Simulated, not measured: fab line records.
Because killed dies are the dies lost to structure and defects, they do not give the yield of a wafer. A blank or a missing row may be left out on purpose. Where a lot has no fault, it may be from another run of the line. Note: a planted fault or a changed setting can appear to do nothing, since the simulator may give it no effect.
A lot that was struck, set against a sound lot | flow n5Finfet | 35 steps out of a route of 1938
Sound: wafers L545.1, L545.5, L545.6. Struck: wafer L550.1 (left out: L550.2, L550.4 of the same lot, which were not struck); the cause appears at the end.
Order at every step that has rows: each side's tool, ch and its chambers, its first start. Under that, the readings that differ: sound wafers | struck wafers | difference of the means | sigmas: that difference in standard deviations of wafers without a fault.
alike: readings with means less than 2 such deviations apart, plus words and numbers identical on both sides. not compared: withheld readings, readings lacking a value on some wafer, bounds such as >300 that could conceal the same value, and numbers that have no deviation in the record and whose values overlap.
Wherever a step has rows on one side only, a row that says differs or no value, or a row with sigmas, the two part there. Numbers that don't overlap but have no deviation are shown without sigmas and don't part them. Lack of a reading on every wafer of one side parts them only where that side has two or more wafers.

first, 8 steps without rows for these wafers: N5_BEOL_M9_SPUTTER_48 (material Cu, target thk 12 nm, time 2 s); N5_BEOL_M9_ECD_50 (material Cu, target thk 318 nm); N5_BEOL_M9_ANNEAL_51 (time 90 s); N5_BEOL_M9_CMP_52 (polishes, stops on SiCOH lowk, t overpolish 7 s, target thk 140 nm); N5_BEOL_M9_PRE_CLEAN_55 (time 15 s); N5_BEOL_M9_DEP_56 (deposits SiCN from 3MS/NH3, target thk 15 nm, time 26.5 s); N5_BEOL_M10_ILD_DEP_00 (deposits SiCOH lowk from DEMS/porogen, target thk 308.51 nm, time 58 s); N5_BEOL_M10_CURE_71 (cures SiCOH lowk, time 240 s).
N5_BEOL_M10_PECVD_70: deposits SiO2 from TEOS/O2, target thk 20 nm, time 22.7 s.
  sound on pecvd-01 ch 0,1,2, day 12 09:52; struck on pecvd-01 ch 1, day 13 18:43
reading                                    | sound                | struck | difference | sigmas
susceptorTempC (C)                         | 400.22 399.89 399.97 | 412.34 | +12.31     | +56
model.SiO2_of_BEOL_M10_PECVD_70.thkNm (nm) | 19.6 20 20.2         | 18.2   | -1.7       | 
  alike: heaterPowerW, showerheadPlenumPTorr, throttleValvePct
then, 24 steps without rows for these wafers: N5_BEOL_M10_HM_DEP_02 (deposits TiN, target thk 20 nm); N5_BEOL_M10_COAT_59 (time 60 s, resist thk 100 nm); N5_BEOL_M10_COAT_60 (time 60 s, resist thk 30 nm); N5_BEOL_M10_COAT_05 (resist thk 90 nm); N5_BEOL_M10_EBR_07; N5_BEOL_M10_SOFTBAKE_06 (time 60 s); N5_BEOL_M10_EXPOSE_08 (exposes mask M10); N5_BEOL_M10_PEB_09 (peb time 60 s); N5_BEOL_M10_DEVELOP_10 (develop time 30 s); N5_BEOL_M10_DESCUM_16 (chemistry O2, time 7.9 s); N5_BEOL_M10_ETCH_61 (etches SiARC in CF4, target depth 39 nm, time 65 s); N5_BEOL_M10_ETCH_62 (etches SOC in N2/H2, target depth 110 nm, overetch 22 nm, time 165 s); N5_BEOL_M10_STRIP_68 (strips in N2/H2); N5_BEOL_M10_STRIP_67 (strips in CF4); N5_BEOL_M10_HM_OPEN_17 (chemistry Cl2/BCl3, target TiN, target depth 20 nm, overetch 6 nm); N5_BEOL_M10_STRIP_19 (strips in O2); N5_BEOL_M10_COAT_63 (time 60 s, resist thk 100 nm); N5_BEOL_M10_COAT_64 (time 60 s, resist thk 30 nm); N5_BEOL_M10_COAT_22 (resist thk 90 nm); N5_BEOL_M10_EBR_24; N5_BEOL_M10_SOFTBAKE_23 (time 60 s); N5_BEOL_M10_EXPOSE_25 (exposes mask V9); N5_BEOL_M10_PEB_26 (peb time 60 s); N5_BEOL_M10_DEVELOP_27 (develop time 30 s).
N5_BEOL_M10_HM_STRIP_39: strips TiN in peroxide tin strip, target depth 25 nm, time 158 s.
  sound on wetBench-04 ch 1,2,7, day 12 15:13; struck on wetBench-05 ch 2, day 13 23:09
reading                                    | sound        | struck | difference | sigmas
model.SiO2_of_BEOL_M10_PECVD_70.thkNm (nm) | 19.4 19.8 20 | 18     | -2         | 
N5_BEOL_M10_CMP_52: polishes, stops on SiCOH lowk, t overpolish 7 s, target thk 140 nm.
  sound on cmp-01 ch 1,2,3, day 12 17:55; struck on cmp-01 ch 3, day 14 02:20
reading                   | sound          | struck | difference | sigmas
barrierFieldEndpointS (s) | 29.2 29.2 30.5 | 27.0   | -2.6       | -5
  alike: motorCurrentA

## WHERE THEY PART
First at N5_BEOL_M10_PECVD_70; last, within this record, at N5_BEOL_M10_CMP_52.

WHY: what had been put in by the simulator
pecvd-01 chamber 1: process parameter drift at N5_BEOL_M10_PECVD_70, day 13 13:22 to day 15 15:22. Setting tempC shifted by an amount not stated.
